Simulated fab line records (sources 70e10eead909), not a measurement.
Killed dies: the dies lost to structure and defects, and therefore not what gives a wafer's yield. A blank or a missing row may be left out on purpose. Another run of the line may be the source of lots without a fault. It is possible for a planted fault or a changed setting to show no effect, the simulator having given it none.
Which tool was responsible? + flow nand-harc + 7 lots, 21 wafers sampled, at 4 steps of a route of 1302

## WHAT THE GAUGES READ, wafer by wafer
NHARC_END_WLT_00.
| lot  | measured     | on        | VT_DECK1_TOP      |
|------|--------------|-----------|-------------------|
| L801 | day 25 14:37 | prober-02 | 0.893 0.899 0.906 |
| L803 | day 26 10:49 | prober-02 | 0.906 0.901 0.904 |
| L808 | day 28 17:02 | prober-02 | 0.898 0.890 0.901 |
| L813 | day 31 10:35 | prober-02 | 0.985 0.986 0.984 |
| L815 | day 32 11:59 | prober-01 | 0.892 0.888 0.904 |
| L817 | day 33 00:34 | prober-02 | 0.907 0.919 0.914 |
| L820 | day 34 01:38 | prober-01 | 0.885 0.886 0.888 |

## TOOL THAT RAN EACH LOT (tool first, then ch and the chambers of the sampled wafers, then the start)
| lot  | NHARC_A_CHANNEL_FILL_D1_CVD_18   | NHARC_THIN_TSV_DEP_47           | NHARC_THIN_TSV_PRE_CLEAN_50             |
|------|----------------------------------|---------------------------------|-----------------------------------------|
| L801 | lpcvd-poly-04 ch 0, day 11 10:18 | pecvd-01 ch 0,1,2, day 25 01:15 | pvd-sputter-03, day 25 14:37 or earlier |
| L803 | lpcvd-poly-02 ch 0, day 12 02:55 | pecvd-04 ch 0,1,2, day 25 21:35 | pvd-sputter-03, day 26 10:49 or earlier |
| L808 | lpcvd-poly-01 ch 0, day 14 10:17 | pecvd-01 ch 0,1,2, day 28 06:50 | pvd-sputter-03, day 28 17:02 or earlier |
| L813 | lpcvd-poly-02 ch 0, day 16 14:44 | pecvd-04 ch 0,1,2, day 30 22:59 | pvd-sputter-02, day 31 10:35 or earlier |
| L815 | lpcvd-poly-01 ch 0, day 17 04:11 | pecvd-02 ch 0,1,2, day 31 18:55 | pvd-sputter-02, day 32 11:59 or earlier |
| L817 | lpcvd-poly-04 ch 0, day 18 06:34 | pecvd-01 ch 0,1, day 32 14:05   | pvd-sputter-03, day 33 00:34 or earlier |
| L820 | lpcvd-poly-01 ch 0, day 19 06:08 | pecvd-02 ch 0,2, day 33 15:39   | pvd-sputter-03, day 34 01:38 or earlier |
- NHARC_A_CHANNEL_FILL_D1_CVD_18: deposits poly-Si, target thk 3 nm.
- NHARC_THIN_TSV_DEP_47: deposits SiO2, target thk 200 nm.
- NHARC_THIN_TSV_PRE_CLEAN_50: time 30 s.

## THE ANSWER, worked out from the rows above alone
Rule: the usual values come from the lots themselves. The widest of any qualifying gaps counts: lots, ordered by their means at a reading, are off when they make up no more than a third of the lots, leave a main group of 4 or more, and stand apart from it by 3 or more times the standard deviation of that group's means. A main group whose means are all the same, to the digits that the tables above print for the reading, isn't used. Also off: a lot with no number at a reading for which 4 or more lots have one. Where the step has rows for the other lots, those lots are counted as sound.
Off: at NHARC_END_WLT_00 (VT_DECK1_TOP), L813. For the main group the mean is 0.899 and the standard deviation 0.0083.
If a tool, at a process step before that reading, ran all the lots that are off and no sound lot after the first of them, it fits. Gauges at NHARC_END_WLT_00: tried the same way as those tools. NHARC_THIN_TSV_PRE_CLEAN_50 gives no start for some lots, so the hours and the order of its lots are those of NHARC_END_WLT_00. Undecided on this evidence; 2 tools fit (lpcvd-poly-02 at NHARC_A_CHANNEL_FILL_D1_CVD_18, pecvd-04 at NHARC_THIN_TSV_DEP_47).

## WHAT THE SIMULATOR HAD INSERTED
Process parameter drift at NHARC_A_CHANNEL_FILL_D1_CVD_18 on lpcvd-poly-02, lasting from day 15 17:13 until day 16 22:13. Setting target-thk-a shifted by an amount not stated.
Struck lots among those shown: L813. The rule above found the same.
